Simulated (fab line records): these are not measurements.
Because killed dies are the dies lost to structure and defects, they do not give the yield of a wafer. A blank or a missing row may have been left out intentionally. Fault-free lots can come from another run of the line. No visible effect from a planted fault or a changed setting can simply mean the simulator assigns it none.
Which of the tools did it? || flow n5_finfet || 9 lots with 27 wafers sampled at 5 steps, on a route of 1938 steps

== WHAT THE GAUGES READ, wafer by wafer ==
N5_BEOL_M4_RC_MEAS_101. Usual: DIBL_N 36.1 mV/V, standard deviation 2.3; DIBL_P 36 mV/V, standard deviation 3.2; IOFF_N 0.16 nA/um, standard deviation 0.045; IOFF_P 0.21 nA/um, standard deviation 0.049; ION_N 674 uA/um, standard deviation 14; ION_P 462 uA/um, standard deviation 8.4; SS_N 71.6 mV/dec, standard deviation 0.83; SS_P 73.2 mV/dec, standard deviation 0.87; VT_N 249 mV, standard deviation 3.8; VT_P -250 mV, standard deviation 3.4.
{"lot": "L788", "measured": "day 10 20:59", "on": "prober-02", "DIBL_N (mV/V)": "35.1 39.1 37.9", "DIBL_P (mV/V)": "34 39 37", "IOFF_N (nA/um)": "0.13 0.20 0.18", "IOFF_P (nA/um)": "0.21 0.28 0.25", "ION_N (uA/um)": "659 675 673", "ION_P (uA/um)": "461 466 465", "SS_N (mV/dec)": "70.7 72.3 71.7", "SS_P (mV/dec)": "72.9 73.6 73.7", "VT_N (mV)": "250 248 248", "VT_P (mV)": "-249 -246 -245", "flag": ""}
{"lot": "L795", "measured": "day 13 23:03", "on": "prober-02", "DIBL_N (mV/V)": "37.8 42.2 36.9", "DIBL_P (mV/V)": "38 44 37", "IOFF_N (nA/um)": "0.18 0.31 0.17", "IOFF_P (nA/um)": "0.23 0.34 0.22", "ION_N (uA/um)": "684 692 694", "ION_P (uA/um)": "470 471 468", "SS_N (mV/dec)": "72.6 73.7 71.5", "SS_P (mV/dec)": "73.9 76.2 73.5", "VT_N (mV)": "251 243 246", "VT_P (mV)": "-250 -247 -250", "flag": ""}
{"lot": "L796", "measured": "day 12 22:52", "on": "prober-02", "DIBL_N (mV/V)": "34.9 36.0 34.8", "DIBL_P (mV/V)": "34 36 33", "IOFF_N (nA/um)": "0.12 0.14 0.12", "IOFF_P (nA/um)": "0.15 0.19 0.15", "ION_N (uA/um)": "652 668 645", "ION_P (uA/um)": "444 456 439", "SS_N (mV/dec)": "70.7 71.9 70.9", "SS_P (mV/dec)": "71.9 73.5 72.9", "VT_N (mV)": "253 251 254", "VT_P (mV)": "-255 -255 -257", "flag": ""}
{"lot": "L797", "measured": "day 14 01:37", "on": "prober-01", "DIBL_N (mV/V)": "31.5 30.9 30.0", "DIBL_P (mV/V)": "30 30 29", "IOFF_N (nA/um)": "0.09 0.09 0.09", "IOFF_P (nA/um)": "0.14 0.14 0.13", "ION_N (uA/um)": "645 657 653", "ION_P (uA/um)": "446 456 455", "SS_N (mV/dec)": "70.8 69.4 69.6", "SS_P (mV/dec)": "72.5 71.8 71.3", "VT_N (mV)": "257 254 256", "VT_P (mV)": "-254 -252 -255", "flag": ""}
{"lot": "L798", "measured": "day 13 15:51", "on": "prober-01", "DIBL_N (mV/V)": "33.8 34.2 34.2", "DIBL_P (mV/V)": "34 34 34", "IOFF_N (nA/um)": "0.16 0.14 0.15", "IOFF_P (nA/um)": "0.22 0.21 0.21", "ION_N (uA/um)": "667 662 684", "ION_P (uA/um)": "462 460 474", "SS_N (mV/dec)": "71.5 71.5 71.1", "SS_P (mV/dec)": "73.0 72.4 73.1", "VT_N (mV)": "248 250 248", "VT_P (mV)": "-248 -249 -249", "flag": ""}
{"lot": "L800", "measured": "day 13 09:17", "on": "prober-02", "DIBL_N (mV/V)": "34.9 35.4 34.2", "DIBL_P (mV/V)": "35 33 33", "IOFF_N (nA/um)": "0.13 0.13 0.11", "IOFF_P (nA/um)": "0.20 0.17 0.15", "ION_N (uA/um)": "682 662 648", "ION_P (uA/um)": "472 458 444", "SS_N (mV/dec)": "71.0 71.3 70.2", "SS_P (mV/dec)": "73.2 72.0 72.0", "VT_N (mV)": "253 251 257", "VT_P (mV)": "-250 -255 -256", "flag": ""}
{"lot": "L805", "measured": "day 15 19:12", "on": "prober-01", "DIBL_N (mV/V)": "34.4 35.0 35.4", "DIBL_P (mV/V)": "36 37 37", "IOFF_N (nA/um)": "0.14 0.14 0.15", "IOFF_P (nA/um)": "0.16 0.19 0.19", "ION_N (uA/um)": "672 678 676", "ION_P (uA/um)": "458 466 465", "SS_N (mV/dec)": "71.9 72.0 72.3", "SS_P (mV/dec)": "72.9 73.1 73.5", "VT_N (mV)": "251 254 251", "VT_P (mV)": "-255 -256 -253", "flag": ""}
{"lot": "L810", "measured": "day 16 04:26", "on": "prober-02", "DIBL_N (mV/V)": "39.9 36.0 35.4", "DIBL_P (mV/V)": "39 34 33", "IOFF_N (nA/um)": "0.22 0.14 0.13", "IOFF_P (nA/um)": "0.24 0.17 0.17", "ION_N (uA/um)": "707 661 670", "ION_P (uA/um)": "474 450 460", "SS_N (mV/dec)": "72.3 70.8 70.4", "SS_P (mV/dec)": "74.2 73.0 72.0", "VT_N (mV)": "244 250 251", "VT_P (mV)": "-250 -252 -248", "flag": ""}
{"lot": "L811", "measured": "day 17 10:15", "on": "prober-01", "DIBL_N (mV/V)": "37.5 40.1 37.4", "DIBL_P (mV/V)": "39 42 38", "IOFF_N (nA/um)": "0.20 0.24 0.19", "IOFF_P (nA/um)": "0.25 0.29 0.24", "ION_N (uA/um)": "683 679 681", "ION_P (uA/um)": "463 461 466", "SS_N (mV/dec)": "72.7 72.7 72.0", "SS_P (mV/dec)": "73.3 74.2 73.7", "VT_N (mV)": "246 246 247", "VT_P (mV)": "-248 -248 -247", "flag": ""}

== WHICH TOOL RAN EACH LOT (tool, then ch and the chambers of the sampled wafers, then the start) ==
{"lot": "L788", "N5_HKMG_FIN_STRIP_89": "rie_diel-01 ch 0,2, day 4 02:39", "N5_HKMG_FIN_STRIP_88": "plasma_asher-01 ch 0,1, day 4 02:50", "N5_HKMG_FIN_CMP_23": "cmp-04 ch 0,2,3, day 4 04:59", "N5_GATE_CUT_ETCHBACK_30": "rie_metal-03 ch 0,1, day 4 05:56"}
{"lot": "L795", "N5_HKMG_FIN_STRIP_89": "rie_diel-04 ch 0,1,2, day 5 22:37", "N5_HKMG_FIN_STRIP_88": "plasma_asher-01 ch 0,1, day 5 22:55", "N5_HKMG_FIN_CMP_23": "cmp-03 ch 2,3, day 6 00:53", "N5_GATE_CUT_ETCHBACK_30": "rie_metal-02 ch 0,1, day 6 01:52"}
{"lot": "L796", "N5_HKMG_FIN_STRIP_89": "rie_diel-01 ch 2,3, day 6 01:58", "N5_HKMG_FIN_STRIP_88": "plasma_asher-02 ch 0,1, day 6 02:16", "N5_HKMG_FIN_CMP_23": "cmp-01 ch 2,3, day 6 04:14", "N5_GATE_CUT_ETCHBACK_30": "rie_metal-02 ch 0,1, day 6 05:13"}
{"lot": "L797", "N5_HKMG_FIN_STRIP_89": "rie_diel-04 ch 0,2,3, day 6 07:44", "N5_HKMG_FIN_STRIP_88": "plasma_asher-01 ch 0, day 6 07:56", "N5_HKMG_FIN_CMP_23": "cmp-03 ch 0,1, day 6 10:09", "N5_GATE_CUT_ETCHBACK_30": "rie_metal-03 ch 1, day 6 11:20"}
{"lot": "L798", "N5_HKMG_FIN_STRIP_89": "rie_diel-01 ch 0,1, day 6 18:01", "N5_HKMG_FIN_STRIP_88": "plasma_asher-01 ch 0,1, day 6 18:12", "N5_HKMG_FIN_CMP_23": "cmp-04 ch 0,1,2, day 6 20:34", "N5_GATE_CUT_ETCHBACK_30": "rie_metal-01 ch 0, day 6 21:21"}
{"lot": "L800", "N5_HKMG_FIN_STRIP_89": "rie_diel-01 ch 0,1,3, day 7 04:45", "N5_HKMG_FIN_STRIP_88": "plasma_asher-02 ch 0,1, day 7 04:56", "N5_HKMG_FIN_CMP_23": "cmp-04 ch 0,1,2, day 7 07:13", "N5_GATE_CUT_ETCHBACK_30": "rie_metal-03 ch 0,1, day 7 08:10"}
{"lot": "L805", "N5_HKMG_FIN_STRIP_89": "rie_diel-03 ch 2,3, day 8 10:08", "N5_HKMG_FIN_STRIP_88": "plasma_asher-01 ch 0,1, day 8 10:27", "N5_HKMG_FIN_CMP_23": "cmp-04 ch 0,2,3, day 8 12:41", "N5_GATE_CUT_ETCHBACK_30": "rie_metal-02 ch 1, day 8 13:47"}
{"lot": "L810", "N5_HKMG_FIN_STRIP_89": "rie_diel-04 ch 0,1,2, day 9 16:11", "N5_HKMG_FIN_STRIP_88": "plasma_asher-02 ch 0,1, day 9 16:22", "N5_HKMG_FIN_CMP_23": "cmp-03 ch 1,2, day 9 18:28", "N5_GATE_CUT_ETCHBACK_30": "rie_metal-03 ch 0,1, day 9 19:25"}
{"lot": "L811", "N5_HKMG_FIN_STRIP_89": "rie_diel-03 ch 0,2,3, day 9 23:50", "N5_HKMG_FIN_STRIP_88": "plasma_asher-01 ch 0,1, day 10 00:09", "N5_HKMG_FIN_CMP_23": "cmp-01 ch 1,2,3, day 10 02:35", "N5_GATE_CUT_ETCHBACK_30": "rie_metal-03 ch 0,1, day 10 03:19"}
- N5_HKMG_FIN_STRIP_89: strips SOC in N2/H2, time 20 s.
- N5_HKMG_FIN_STRIP_88: strips in N2/H2, time 360 s.
- N5_HKMG_FIN_CMP_23: polishes, stops on SiNx, t overpolish 10 s, target thk 46.326 nm.
- N5_GATE_CUT_ETCHBACK_30: etches TiN in Cl2/Ar, target depth 3 nm.

== WHAT THE TOOLS THEMSELVES READ (means of the sampled wafers that have a number; where no wafer has one, the mark that the record gives instead) ==
N5_HKMG_FIN_STRIP_89. Usual: drypump_motor_current_A 5.67 A, standard deviation 0.22; oes_product_au 0.78 a.u., standard deviation 0.083; rf_vpp_V 54.2 V, standard deviation 0.96; showerhead_plenum_p_Torr 3.37 Torr, standard deviation 0.11; throttle_valve_pct 19.1 %, standard deviation 0.34.
{"lot": "L788", "tool": "rie_diel-01", "drypump_motor_current_A (A)": 5.73, "oes_product_au (a.u.)": 0.85, "rf_vpp_V (V)": 53.2, "showerhead_plenum_p_Torr (Torr)": 3.31, "throttle_valve_pct (%)": 19.1, "flag": ""}
{"lot": "L795", "tool": "rie_diel-04", "drypump_motor_current_A (A)": 5.71, "oes_product_au (a.u.)": 0.70, "rf_vpp_V (V)": 54.0, "showerhead_plenum_p_Torr (Torr)": 3.37, "throttle_valve_pct (%)": 19.3, "flag": ""}
{"lot": "L796", "tool": "rie_diel-01", "drypump_motor_current_A (A)": 5.80, "oes_product_au (a.u.)": 0.69, "rf_vpp_V (V)": 54.4, "showerhead_plenum_p_Torr (Torr)": 3.34, "throttle_valve_pct (%)": 19.3, "flag": ""}
{"lot": "L797", "tool": "rie_diel-04", "drypump_motor_current_A (A)": 5.50, "oes_product_au (a.u.)": 0.71, "rf_vpp_V (V)": 54.6, "showerhead_plenum_p_Torr (Torr)": 3.42, "throttle_valve_pct (%)": 19.3, "flag": ""}
{"lot": "L798", "tool": "rie_diel-01", "drypump_motor_current_A (A)": 5.67, "oes_product_au (a.u.)": 0.87, "rf_vpp_V (V)": 54.8, "showerhead_plenum_p_Torr (Torr)": 3.36, "throttle_valve_pct (%)": 19.0, "flag": ""}
{"lot": "L800", "tool": "rie_diel-01", "drypump_motor_current_A (A)": 5.73, "oes_product_au (a.u.)": 0.79, "rf_vpp_V (V)": 55.0, "showerhead_plenum_p_Torr (Torr)": 3.38, "throttle_valve_pct (%)": 19.2, "flag": ""}
{"lot": "L805", "tool": "rie_diel-03", "drypump_motor_current_A (A)": 5.88, "oes_product_au (a.u.)": 0.75, "rf_vpp_V (V)": 54.7, "showerhead_plenum_p_Torr (Torr)": 3.39, "throttle_valve_pct (%)": 18.8, "flag": ""}
{"lot": "L810", "tool": "rie_diel-04", "drypump_motor_current_A (A)": 5.75, "oes_product_au (a.u.)": 0.85, "rf_vpp_V (V)": 54.0, "showerhead_plenum_p_Torr (Torr)": 3.35, "throttle_valve_pct (%)": 19.1, "flag": ""}
{"lot": "L811", "tool": "rie_diel-03", "drypump_motor_current_A (A)": 5.73, "oes_product_au (a.u.)": 0.74, "rf_vpp_V (V)": 54.6, "showerhead_plenum_p_Torr (Torr)": 3.32, "throttle_valve_pct (%)": 18.8, "flag": ""}

N5_HKMG_FIN_STRIP_88. Usual: drypump_motor_current_A 6.2 A, standard deviation 0.36; heater_power_w 428 W, standard deviation 22.
{"lot": "L788", "tool": "plasma_asher-01", "drypump_motor_current_A (A)": 6.3, "heater_power_w (W)": 435, "flag": ""}
{"lot": "L795", "tool": "plasma_asher-01", "drypump_motor_current_A (A)": 6.3, "heater_power_w (W)": 433, "flag": ""}
{"lot": "L796", "tool": "plasma_asher-02", "drypump_motor_current_A (A)": 6.0, "heater_power_w (W)": 407, "flag": ""}
{"lot": "L797", "tool": "plasma_asher-01", "drypump_motor_current_A (A)": 6.6, "heater_power_w (W)": 426, "flag": ""}
{"lot": "L798", "tool": "plasma_asher-01", "drypump_motor_current_A (A)": 6.0, "heater_power_w (W)": 451, "flag": ""}
{"lot": "L800", "tool": "plasma_asher-02", "drypump_motor_current_A (A)": 6.2, "heater_power_w (W)": 399, "flag": ""}
{"lot": "L805", "tool": "plasma_asher-01", "drypump_motor_current_A (A)": 6.1, "heater_power_w (W)": 444, "flag": ""}
{"lot": "L810", "tool": "plasma_asher-02", "drypump_motor_current_A (A)": 6.2, "heater_power_w (W)": 407, "flag": ""}
{"lot": "L811", "tool": "plasma_asher-01", "drypump_motor_current_A (A)": 6.1, "heater_power_w (W)": 448, "flag": ""}

N5_HKMG_FIN_CMP_23. Usual: motor_current_A 12.3 A, standard deviation 1; overpolish_run_s 10.001 s, standard deviation 0.0097; retaining_ring_pressure_frac 1.000, standard deviation 0.0045; slurry_filter_dp_kPa 13.50 kPa, standard deviation 0.14; time_to_endpoint_s 11.5 s, standard deviation 3.
{"lot": "L788", "tool": "cmp-04", "motor_current_A (A)": 12.5, "overpolish_run_s (s)": 10.001, "retaining_ring_pressure_frac": 1.002, "slurry_filter_dp_kPa (kPa)": 13.57, "time_to_endpoint_s (s)": 6.6, "flag": ""}
{"lot": "L795", "tool": "cmp-03", "motor_current_A (A)": 13.2, "overpolish_run_s (s)": 9.989, "retaining_ring_pressure_frac": 1.002, "slurry_filter_dp_kPa (kPa)": 13.58, "time_to_endpoint_s (s)": 11.9, "flag": ""}
{"lot": "L796", "tool": "cmp-01", "motor_current_A (A)": 11.2, "overpolish_run_s (s)": 10.000, "retaining_ring_pressure_frac": 0.997, "slurry_filter_dp_kPa (kPa)": 13.43, "time_to_endpoint_s (s)": 10.8, "flag": ""}
{"lot": "L797", "tool": "cmp-03", "motor_current_A (A)": 12.9, "overpolish_run_s (s)": 9.993, "retaining_ring_pressure_frac": 1.000, "slurry_filter_dp_kPa (kPa)": 13.61, "time_to_endpoint_s (s)": 13.7, "flag": ""}
{"lot": "L798", "tool": "cmp-04", "motor_current_A (A)": 11.7, "overpolish_run_s (s)": 9.992, "retaining_ring_pressure_frac": 1.002, "slurry_filter_dp_kPa (kPa)": 13.43, "time_to_endpoint_s (s)": 15.1, "flag": ""}
{"lot": "L800", "tool": "cmp-04", "motor_current_A (A)": 12.2, "overpolish_run_s (s)": 9.998, "retaining_ring_pressure_frac": 0.999, "slurry_filter_dp_kPa (kPa)": 13.57, "time_to_endpoint_s (s)": 12.1, "flag": ""}
{"lot": "L805", "tool": "cmp-04", "motor_current_A (A)": 12.3, "overpolish_run_s (s)": 9.502, "retaining_ring_pressure_frac": 1.002, "slurry_filter_dp_kPa (kPa)": 13.51, "time_to_endpoint_s (s)": 13.9, "flag": "OFF"}
{"lot": "L810", "tool": "cmp-03", "motor_current_A (A)": 12.7, "overpolish_run_s (s)": 9.996, "retaining_ring_pressure_frac": 0.997, "slurry_filter_dp_kPa (kPa)": 13.47, "time_to_endpoint_s (s)": 12.4, "flag": ""}
{"lot": "L811", "tool": "cmp-01", "motor_current_A (A)": 11.3, "overpolish_run_s (s)": 10.006, "retaining_ring_pressure_frac": 0.999, "slurry_filter_dp_kPa (kPa)": 13.56, "time_to_endpoint_s (s)": 11.2, "flag": ""}

N5_GATE_CUT_ETCHBACK_30. Usual: drypump_motor_current_A 6.0 A, standard deviation 0.41; oes_product_au 0.77 a.u., standard deviation 0.14; throttle_valve_pct 20.7 %, standard deviation 0.32.
{"lot": "L788", "tool": "rie_metal-03", "drypump_motor_current_A (A)": 5.8, "oes_product_au (a.u.)": 0.68, "throttle_valve_pct (%)": 20.4, "flag": ""}
{"lot": "L795", "tool": "rie_metal-02", "drypump_motor_current_A (A)": 6.0, "oes_product_au (a.u.)": 0.82, "throttle_valve_pct (%)": 20.7, "flag": ""}
{"lot": "L796", "tool": "rie_metal-02", "drypump_motor_current_A (A)": 6.0, "oes_product_au (a.u.)": 0.82, "throttle_valve_pct (%)": 20.8, "flag": ""}
{"lot": "L797", "tool": "rie_metal-03", "drypump_motor_current_A (A)": 5.6, "oes_product_au (a.u.)": 0.73, "throttle_valve_pct (%)": 20.2, "flag": ""}
{"lot": "L798", "tool": "rie_metal-01", "drypump_motor_current_A (A)": 6.0, "oes_product_au (a.u.)": 0.97, "throttle_valve_pct (%)": 20.7, "flag": ""}
{"lot": "L800", "tool": "rie_metal-03", "drypump_motor_current_A (A)": 5.8, "oes_product_au (a.u.)": 0.82, "throttle_valve_pct (%)": 20.3, "flag": ""}
{"lot": "L805", "tool": "rie_metal-02", "drypump_motor_current_A (A)": 5.7, "oes_product_au (a.u.)": 0.90, "throttle_valve_pct (%)": 20.7, "flag": ""}
{"lot": "L810", "tool": "rie_metal-03", "drypump_motor_current_A (A)": 5.8, "oes_product_au (a.u.)": 0.78, "throttle_valve_pct (%)": 20.4, "flag": ""}
{"lot": "L811", "tool": "rie_metal-03", "drypump_motor_current_A (A)": 5.8, "oes_product_au (a.u.)": 0.78, "throttle_valve_pct (%)": 20.4, "flag": ""}

== THE ANSWER, worked out from the rows above alone ==
Rule: a lot is off if the mean of its wafers that have a number lies more than 3 standard deviations from the usual mean. Also off: a lot with no number at a reading for which 4 or more lots have one. Where the step has rows for the other lots, those lots are counted as sound. First the gauges in route order, then the tools' own readings, where a lot's mean is used as printed above. At the first step where some lot is off, the reading lying furthest off is the one used; lots without a number count as furthest.
Off, at N5_HKMG_FIN_CMP_23 on overpolish_run_s: L805.
If a tool, at that step or one of the process steps before it, ran each lot that is off and ran no sound lot following the first of them, it fits. One fits: N5_HKMG_FIN_CMP_23 on cmp-04. Its last sound lot is L800 (day 7 07:13), its first lot that is off L805 (day 8 12:41): a fault that began between those two fits.
The tool's own readings at N5_HKMG_FIN_CMP_23 bear it out: on the lots that are off they differ by more than 5 times the standard deviation of the sound lots' means. overpolish_run_s reads 9.502 s there against 9.997 s on the sound lots.

== WHAT HAD BEEN PUT IN BY THE SIMULATOR ==
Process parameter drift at N5_HKMG_FIN_CMP_23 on cmp-04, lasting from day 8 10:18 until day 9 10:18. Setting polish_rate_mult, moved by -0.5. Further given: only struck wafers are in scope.
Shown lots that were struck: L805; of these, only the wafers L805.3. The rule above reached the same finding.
